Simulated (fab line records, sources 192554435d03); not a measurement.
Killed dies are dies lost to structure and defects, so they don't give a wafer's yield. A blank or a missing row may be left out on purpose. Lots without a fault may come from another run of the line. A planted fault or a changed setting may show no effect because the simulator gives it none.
Which tool did it? | flow n5_finfet | 12 lots, 36 wafers sampled, at 3 steps of a route of 1938

WHAT THE GAUGES READ, wafer by wafer
N5_BEOL_M6_OCD_MEAS_38.
lot  | measured     | on     | trench_depth_nm (nm)
L076 | day 8 15:06  | ocd-02 | 93.7 94.7 94.7
L077 | day 9 09:35  | ocd-01 | 94.3 94.6 94.8
L079 | day 10 00:11 | ocd-01 | 94.2 95.1 90.6
L082 | day 10 14:50 | ocd-02 | 93.0 94.4 93.5
L080 | day 10 23:26 | ocd-01 | 94.0 92.2 93.4
L085 | day 11 15:28 | ocd-02 | 94.4 96.3 94.0
L087 | day 12 11:18 | ocd-01 | 94.0 93.7 98.0
L090 | day 12 18:02 | ocd-01 | 96.8 91.9 92.8
L089 | day 13 08:28 | ocd-02 | 94.2 93.1 94.8
L094 | day 13 16:07 | ocd-01 | 93.6 93.8 94.8
L095 | day 14 01:11 | ocd-02 | 93.2 94.1 92.2
L097 | day 14 15:58 | ocd-02 | 95.7 92.9 91.4

WHICH TOOL RAN EACH LOT (tool, then ch and the chambers of the sampled wafers, then the start)
lot  | N5_BEOL_M5_ANNEAL_82         | N5_BEOL_M6_DESCUM_16
L076 | pvd_sputter-02, day 8 04:43  | rie_diel-05 ch 0,2, day 8 13:47
L077 | pvd_sputter-02, day 8 22:33  | rie_diel-04 ch 0,1,3, day 9 07:30
L079 | pvd_sputter-03, day 9 14:27  | rie_diel-04 ch 0,1,3, day 9 22:20
L082 | pvd_sputter-03, day 10 06:30 | rie_diel-05 ch 2,3, day 10 13:18
L080 | pvd_sputter-01, day 10 14:19 | rie_diel-04 ch 0,1,2, day 10 21:56
L085 | pvd_sputter-02, day 11 07:17 | rie_diel-04 ch 0,2,3, day 11 13:10
L087 | pvd_sputter-01, day 12 00:41 | rie_diel-05 ch 0,2,3, day 12 07:53
L090 | pvd_sputter-03, day 12 09:29 | rie_diel-02 ch 0,1,2, day 12 15:29
L089 | pvd_sputter-02, day 12 23:06 | rie_diel-05 ch 1,2, day 13 05:04
L094 | pvd_sputter-02, day 13 05:58 | rie_diel-05 ch 0,1,3, day 13 12:29
L095 | pvd_sputter-01, day 13 15:43 | rie_diel-04 ch 0,1,2, day 13 23:32
L097 | pvd_sputter-01, day 14 06:58 | rie_diel-05 ch 0,1,3, day 14 14:08
- N5_BEOL_M5_ANNEAL_82: time 1800 s.
- N5_BEOL_M6_DESCUM_16: chemistry O2, time 7.9 s.

THE ANSWER, worked out from the rows above alone
Rule: what is usual is taken from the lots themselves. Put in order of their means at a reading, lots are off if they are a third of the lots or fewer, leave a main group of 4 or more, and stand apart from it by a gap of 3 or more times the standard deviation of the main group's means; of several such gaps the widest counts. A main group whose means are all the same, to the digits that the tables above print for the reading, isn't used. A lot without any number at a reading at which 4 lots or more have one is off too. The other lots that the step has rows for count as sound.
No lot is off at any reading shown: from this, nothing can be told.

WHAT THE SIMULATOR HAD PUT IN
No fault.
